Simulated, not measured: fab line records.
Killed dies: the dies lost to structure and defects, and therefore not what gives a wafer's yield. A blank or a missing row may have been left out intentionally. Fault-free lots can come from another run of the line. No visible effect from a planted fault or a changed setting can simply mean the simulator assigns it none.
Which tool was responsible? + flow nand harc + Sampling: 14 lots, 40 wafers, 2 of 1302 route steps

== WHAT EACH GAUGE READ, for each wafer ==
NHARC_A_SLIT_CD_MEAS_09: target cd 300 nm. Usual: 299.7 nm for cd nm, sd 0.43.
| lot  | measured     | on        | cd nm (nm)        | flag |
|------|--------------|-----------|-------------------|------|
| L973 | day 20 01:45 | cd sem-02 | 298.7 299.4 299.2 |      |
| L974 | day 20 03:21 | cd sem-01 | 300.1 299.5 300.3 |      |
| L976 | day 20 22:31 | cd sem-03 | 299.5 299.3 299.4 |      |
| L978 | day 22 01:30 | cd sem-03 | 300.3 300.0 300.1 |      |
| L979 | day 22 02:10 | cd sem-03 | 299.8 299.6 299.6 |      |
| L982 | day 23 11:01 | cd sem-02 | 299.4 299.9       |      |
| L981 | day 23 23:25 | cd sem-01 | 300.4 299.3 300.0 |      |
| L980 | day 23 23:34 | cd sem-03 | 299.7 300.0 300.4 |      |
| L983 | day 24 11:58 | cd sem-01 | 298.8 299.5       |      |
| L989 | day 26 18:40 | cd sem-03 | 299.5 299.9 299.9 |      |
| L991 | day 27 09:29 | cd sem-03 | 300.3 300.2 300.2 |      |
| L990 | day 27 09:39 | cd sem-03 | 300.0 299.2 300.0 |      |
| L994 | day 28 13:52 | cd sem-01 | 299.3 299.2 299.8 |      |
| L993 | day 28 12:48 | cd sem-02 | 300.1 300.2 300.0 |      |

== WHICH TOOL RAN EACH LOT (tool, then ch and the chambers of the sampled wafers, then the start) ==
| lot  | NHARC_A_SGD_CUT_ETCHBACK_24        |
|------|------------------------------------|
| L973 | rie diel-03 ch 0,2,3, day 19 19:20 |
| L974 | rie diel-05 ch 1,2,3, day 19 19:25 |
| L976 | rie diel-09 ch 0,2,3, day 20 17:31 |
| L978 | rie diel-05 ch 0,2, day 21 18:51   |
| L979 | rie diel-03 ch 0,3, day 21 18:56   |
| L982 | rie diel-05 ch 2, day 23 05:59     |
| L981 | rie diel-05 ch 0,2,3, day 23 16:49 |
| L980 | rie diel-09 ch 0,1,3, day 23 16:50 |
| L983 | rie diel-09 ch 1,2, day 24 05:52   |
| L989 | rie diel-09 ch 1,2,3, day 26 09:12 |
| L991 | rie diel-03 ch 0,2,3, day 27 04:22 |
| L990 | rie diel-05 ch 1,2,3, day 27 04:26 |
| L994 | rie diel-05 ch 0,1, day 28 06:01   |
| L993 | rie diel-09 ch 0,1,2, day 28 06:03 |
- NHARC_A_SGD_CUT_ETCHBACK_24: etches the open film in CH3F/O2, target depth 50 nm, time 92.857 s.

== AS READ BY THE TOOLS THEMSELVES (means over the sampled wafers that have a number; for cases with no such wafer, the mark the record gives instead) ==
NHARC_A_SGD_CUT_ETCHBACK_24. Usual: drypump motor current A 5.7 A, standard deviation 0.41; oes product au 0.97 a.u., standard deviation 0.032; rf vpp V 245.0 V, standard deviation 1.5; showerhead plenum p Torr 2.50 Torr, standard deviation 0.085; throttle valve pct 20.663 %, standard deviation 0.0087.
| lot  | tool        | drypump motor current A (A) | oes product au (a.u.) | rf vpp V (V) | showerhead plenum p Torr (Torr) | throttle valve pct (%) | flag |
|------|-------------|-----------------------------|-----------------------|--------------|---------------------------------|------------------------|------|
| L973 | rie diel-03 | 5.8                         | 1.00                  | 245.7        | 2.50                            | 20.667                 |      |
| L974 | rie diel-05 | 5.7                         | 0.95                  | 244.4        | 2.46                            | 20.667                 |      |
| L976 | rie diel-09 | 6.0                         | 1.00                  | 246.3        | 2.61                            | 20.657                 |      |
| L978 | rie diel-05 | 5.5                         | 0.98                  | 244.4        | 2.47                            | 20.659                 |      |
| L979 | rie diel-03 | 5.7                         | 1.01                  | 245.1        | 2.47                            | 20.652                 |      |
| L982 | rie diel-05 | 5.2                         | 1.00                  | 245.9        | 2.58                            | 20.663                 |      |
| L981 | rie diel-05 | 5.6                         | 0.99                  | 244.2        | 2.49                            | 20.666                 |      |
| L980 | rie diel-09 | 6.0                         | 0.99                  | 245.6        | 2.58                            | 20.668                 |      |
| L983 | rie diel-09 | 5.2                         | 0.96                  | 245.6        | 2.59                            | 20.664                 |      |
| L989 | rie diel-09 | 5.6                         | 0.99                  | 245.8        | 2.58                            | 20.662                 |      |
| L991 | rie diel-03 | 5.8                         | 0.93                  | 245.6        | 2.49                            | 20.660                 |      |
| L990 | rie diel-05 | 5.7                         | 0.92                  | 243.6        | 2.46                            | 20.656                 |      |
| L994 | rie diel-05 | 5.9                         | 0.92                  | 243.8        | 2.36                            | 20.660                 |      |
| L993 | rie diel-09 | 5.6                         | 0.93                  | 246.0        | 2.59                            | 20.664                 |      |

== THE ANSWER, worked out from the rows above alone ==
Rule: take the mean of a lot's wafers that have a number; if it is more than 3 standard deviations from the usual mean, the lot is off. A lot without any number at a reading at which 4 lots or more have one is off too. The other lots that the step has rows for count as sound. After the gauges, taken in route order, come the tools' own readings; for these a lot's mean is taken, as printed above. At the first step where some lot is off, the reading lying furthest off is the one used; lots without a number count as furthest.
No lot is off on any of the readings shown, so nothing can be concluded from this.

== WHAT THE SIMULATOR PUT IN ==
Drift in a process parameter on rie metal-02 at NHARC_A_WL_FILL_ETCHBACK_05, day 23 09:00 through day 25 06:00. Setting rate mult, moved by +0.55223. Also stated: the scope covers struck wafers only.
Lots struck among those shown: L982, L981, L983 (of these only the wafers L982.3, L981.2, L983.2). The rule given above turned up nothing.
